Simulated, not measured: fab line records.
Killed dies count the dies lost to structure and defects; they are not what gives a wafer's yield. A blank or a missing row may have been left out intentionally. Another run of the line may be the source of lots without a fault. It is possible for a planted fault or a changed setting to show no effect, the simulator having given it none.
Chamber matching | flow n5 finfet | N5_BEOL_M2_VIA_ETCH_34 on rie diel-05: 4 sister chambers
The step etches the open film in C4F6/O2, target depth 69.4 nm, time 65.9 s. 20 wafers are shown with their chamber, then 10 later ones without.

## EACH WAFER AND ITS CHAMBER
wafer  | chamber | showerhead plenum p Torr (Torr) | rf vpp V (V) | drypump motor current A (A)
L077.2 | 3       | 2.77                            | 677          | 5.7
L077.3 | 2       | 3.02                            | 675          | 6.5
L077.5 | 3       | 2.77                            | 677          | 5.7
L078.1 | 2       | 3.02                            | 673          | 6.4
L078.2 | 3       | 2.77                            | 678          | 5.7
L078.6 | 1       | 2.81                            | 639          | 5.4
L081.2 | 0       | 2.74                            | 663          | 5.5
L081.5 | 0       | 2.74                            | 663          | 5.4
L081.6 | 3       | 2.77                            | 676          | 5.7
L086.2 | 3       | 2.76                            | 678          | 5.7
L086.4 | 3       | 2.76                            | 677          | 5.7
L086.5 | 0       | 2.73                            | 664          | 5.4
L087.2 | 2       | 3.01                            | 672          | 6.5
L087.3 | 0       | 2.73                            | 662          | 5.4
L087.6 | 3       | 2.76                            | 678          | 5.7
L089.3 | 2       | 3.01                            | 673          | 6.5
L089.4 | 2       | 3.01                            | 673          | 6.5
L089.5 | 0       | 2.73                            | 663          | 5.5
L092.1 | 2       | 3.01                            | 673          | 6.5
L092.4 | 1       | 2.81                            | 640          | 5.5

SIGNATURES (averages over the wafers above)
reading                  | chamber 0 | chamber 1 | chamber 2 | chamber 3 | scatter within a chamber
showerhead plenum p Torr | 2.7340    | 2.8100    | 3.0133    | 2.7657    | 0.00515
rf vpp V                 | 663.00    | 639.50    | 673.17    | 677.29    | 0.82
drypump motor current A  | 5.440     | 5.450     | 6.483     | 5.700     | 0.0398
Rule: a wafer's distance from a chamber is the root of the sum, over the readings, of the square of ((its reading less the chamber's mean) divided by the reading's scatter). If the next closest chamber is less than 2 further off than the closest, the wafer can't be placed; otherwise it belongs to the closest. The scatter: take each reading less its chamber's mean, square it, sum over the shown wafers, divide by the number of wafers less the number of chambers, and take the root.

## WAFERS WHOSE CHAMBER IS MISSING
wafer  | showerhead plenum p Torr (Torr) | rf vpp V (V) | drypump motor current A (A)
L092.6 | 2.76                            | 676          | 5.7
L094.2 | 3.00                            | 673          | 6.5
L094.3 | 2.81                            | 640          | 5.4
L094.6 | 2.81                            | 639          | 5.5
L095.1 | 3.00                            | 673          | 6.5
L095.3 | 2.80                            | 640          | 5.4
L095.5 | 2.75                            | 677          | 5.7
L097.1 | 3.00                            | 672          | 6.5
L097.2 | 2.80                            | 640          | 5.5
L097.4 | 2.72                            | 663          | 5.5

## CHAMBER TAKEN BY EACH
wafer  | from the rows above | in truth
L092.6 | 3                   | 3
L094.2 | 2                   | 2
L094.3 | 1                   | 1
L094.6 | 1                   | 1
L095.1 | 2                   | 2
L095.3 | 1                   | 1
L095.5 | 3                   | 3
L097.1 | 2                   | 2
L097.2 | 1                   | 1
L097.4 | 0                   | 0
10 of 10 placed correctly. Can't be placed from these rows: 0. Placed wrongly: 0.
